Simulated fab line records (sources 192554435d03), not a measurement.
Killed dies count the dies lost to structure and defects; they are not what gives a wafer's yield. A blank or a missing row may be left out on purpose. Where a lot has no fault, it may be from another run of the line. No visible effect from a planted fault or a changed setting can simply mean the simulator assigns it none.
Matching of chambers || flow n5-finfet || N5_BEOL_M3_ETCH_63 on rie-diel-04: 4 sister chambers
The step etches SiARC in CF4, target depth 15.6 nm, time 26 s. 20 wafers are shown with their chamber, then 10 later ones without.

EACH WAFER AND ITS CHAMBER
{"wafer": "L076.1", "chamber": 0, "drypump-motor-current-A (A)": 6.1, "throttle-valve-pct (%)": 15.18, "showerhead-plenum-p-Torr (Torr)": 2.17}
{"wafer": "L076.2", "chamber": 1, "drypump-motor-current-A (A)": 6.3, "throttle-valve-pct (%)": 15.61, "showerhead-plenum-p-Torr (Torr)": 2.23}
{"wafer": "L076.5", "chamber": 1, "drypump-motor-current-A (A)": 6.3, "throttle-valve-pct (%)": 15.60, "showerhead-plenum-p-Torr (Torr)": 2.23}
{"wafer": "L082.1", "chamber": 3, "drypump-motor-current-A (A)": 5.3, "throttle-valve-pct (%)": 15.92, "showerhead-plenum-p-Torr (Torr)": 2.21}
{"wafer": "L082.5", "chamber": 3, "drypump-motor-current-A (A)": 5.3, "throttle-valve-pct (%)": 15.92, "showerhead-plenum-p-Torr (Torr)": 2.20}
{"wafer": "L082.6", "chamber": 2, "drypump-motor-current-A (A)": 6.4, "throttle-valve-pct (%)": 15.92, "showerhead-plenum-p-Torr (Torr)": 2.18}
{"wafer": "L084.1", "chamber": 1, "drypump-motor-current-A (A)": 6.3, "throttle-valve-pct (%)": 15.63, "showerhead-plenum-p-Torr (Torr)": 2.23}
{"wafer": "L084.3", "chamber": 3, "drypump-motor-current-A (A)": 5.3, "throttle-valve-pct (%)": 15.94, "showerhead-plenum-p-Torr (Torr)": 2.20}
{"wafer": "L084.6", "chamber": 2, "drypump-motor-current-A (A)": 6.4, "throttle-valve-pct (%)": 15.94, "showerhead-plenum-p-Torr (Torr)": 2.18}
{"wafer": "L085.1", "chamber": 0, "drypump-motor-current-A (A)": 6.1, "throttle-valve-pct (%)": 15.21, "showerhead-plenum-p-Torr (Torr)": 2.17}
{"wafer": "L085.3", "chamber": 1, "drypump-motor-current-A (A)": 6.3, "throttle-valve-pct (%)": 15.63, "showerhead-plenum-p-Torr (Torr)": 2.23}
{"wafer": "L085.6", "chamber": 1, "drypump-motor-current-A (A)": 6.3, "throttle-valve-pct (%)": 15.64, "showerhead-plenum-p-Torr (Torr)": 2.23}
{"wafer": "L088.1", "chamber": 3, "drypump-motor-current-A (A)": 5.3, "throttle-valve-pct (%)": 15.95, "showerhead-plenum-p-Torr (Torr)": 2.20}
{"wafer": "L088.3", "chamber": 1, "drypump-motor-current-A (A)": 6.3, "throttle-valve-pct (%)": 15.63, "showerhead-plenum-p-Torr (Torr)": 2.23}
{"wafer": "L088.6", "chamber": 3, "drypump-motor-current-A (A)": 5.3, "throttle-valve-pct (%)": 15.95, "showerhead-plenum-p-Torr (Torr)": 2.20}
{"wafer": "L089.1", "chamber": 0, "drypump-motor-current-A (A)": 6.1, "throttle-valve-pct (%)": 15.22, "showerhead-plenum-p-Torr (Torr)": 2.16}
{"wafer": "L089.3", "chamber": 1, "drypump-motor-current-A (A)": 6.3, "throttle-valve-pct (%)": 15.62, "showerhead-plenum-p-Torr (Torr)": 2.23}
{"wafer": "L089.5", "chamber": 1, "drypump-motor-current-A (A)": 6.3, "throttle-valve-pct (%)": 15.65, "showerhead-plenum-p-Torr (Torr)": 2.23}
{"wafer": "L090.2", "chamber": 3, "drypump-motor-current-A (A)": 5.3, "throttle-valve-pct (%)": 15.95, "showerhead-plenum-p-Torr (Torr)": 2.20}
{"wafer": "L090.4", "chamber": 3, "drypump-motor-current-A (A)": 5.4, "throttle-valve-pct (%)": 15.94, "showerhead-plenum-p-Torr (Torr)": 2.20}

SIGNATURES (means of the wafers above)
{"reading": "drypump-motor-current-A", "chamber 0": 6.100, "chamber 1": 6.300, "chamber 2": 6.400, "chamber 3": 5.314, "scatter within a chamber": 0.0231}
{"reading": "throttle-valve-pct", "chamber 0": 15.2033, "chamber 1": 15.6263, "chamber 2": 15.9300, "chamber 3": 15.9386, "scatter within a chamber": 0.0157}
{"reading": "showerhead-plenum-p-Torr", "chamber 0": 2.1667, "chamber 1": 2.2300, "chamber 2": 2.1800, "chamber 3": 2.2014, "scatter within a chamber": 0.00309}
Rule: for each reading, subtract the chamber's mean from the wafer's reading, divide by that reading's scatter and square the result; add these up over the readings and take the root, which gives the wafer's distance from the chamber. The wafer belongs to the nearest chamber; if the next one is less than 2 further off, it can't be placed. The scatter is the square root of a quotient: the sum, over the shown wafers, of each reading's squared deviation from its chamber's mean, divided by wafers minus chambers.

WAFERS WITHOUT THEIR CHAMBER
{"wafer": "L090.6", "drypump-motor-current-A (A)": 6.4, "throttle-valve-pct (%)": 15.65, "showerhead-plenum-p-Torr (Torr)": 2.23}
{"wafer": "L093.2", "drypump-motor-current-A (A)": 6.4, "throttle-valve-pct (%)": 15.46, "showerhead-plenum-p-Torr (Torr)": 2.18}
{"wafer": "L093.4", "drypump-motor-current-A (A)": 6.3, "throttle-valve-pct (%)": 15.65, "showerhead-plenum-p-Torr (Torr)": 2.22}
{"wafer": "L093.5", "drypump-motor-current-A (A)": 6.1, "throttle-valve-pct (%)": 15.22, "showerhead-plenum-p-Torr (Torr)": 2.16}
{"wafer": "L094.2", "drypump-motor-current-A (A)": 5.3, "throttle-valve-pct (%)": 15.97, "showerhead-plenum-p-Torr (Torr)": 2.20}
{"wafer": "L094.4", "drypump-motor-current-A (A)": 6.3, "throttle-valve-pct (%)": 15.67, "showerhead-plenum-p-Torr (Torr)": 2.22}
{"wafer": "L094.6", "drypump-motor-current-A (A)": 6.4, "throttle-valve-pct (%)": 15.46, "showerhead-plenum-p-Torr (Torr)": 2.18}
{"wafer": "L097.4", "drypump-motor-current-A (A)": 5.3, "throttle-valve-pct (%)": 15.98, "showerhead-plenum-p-Torr (Torr)": 2.20}
{"wafer": "L097.5", "drypump-motor-current-A (A)": 6.4, "throttle-valve-pct (%)": 15.46, "showerhead-plenum-p-Torr (Torr)": 2.18}
{"wafer": "L097.6", "drypump-motor-current-A (A)": 6.3, "throttle-valve-pct (%)": 15.66, "showerhead-plenum-p-Torr (Torr)": 2.22}

WHICH CHAMBER EACH ONE RAN IN
{"wafer": "L090.6", "from the rows above": 1, "in truth": 1}
{"wafer": "L093.2", "from the rows above": "can't be placed: 1 or 0", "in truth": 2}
{"wafer": "L093.4", "from the rows above": 1, "in truth": 1}
{"wafer": "L093.5", "from the rows above": 0, "in truth": 0}
{"wafer": "L094.2", "from the rows above": 3, "in truth": 3}
{"wafer": "L094.4", "from the rows above": 1, "in truth": 1}
{"wafer": "L094.6", "from the rows above": "can't be placed: 1 or 0", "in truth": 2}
{"wafer": "L097.4", "from the rows above": 3, "in truth": 3}
{"wafer": "L097.5", "from the rows above": "can't be placed: 1 or 0", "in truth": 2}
{"wafer": "L097.6", "from the rows above": 1, "in truth": 1}
7 of 10 placed correctly. Cannot be placed on the basis of these rows: 3; the candidates contain the true chamber in 0. 0 placed wrongly.
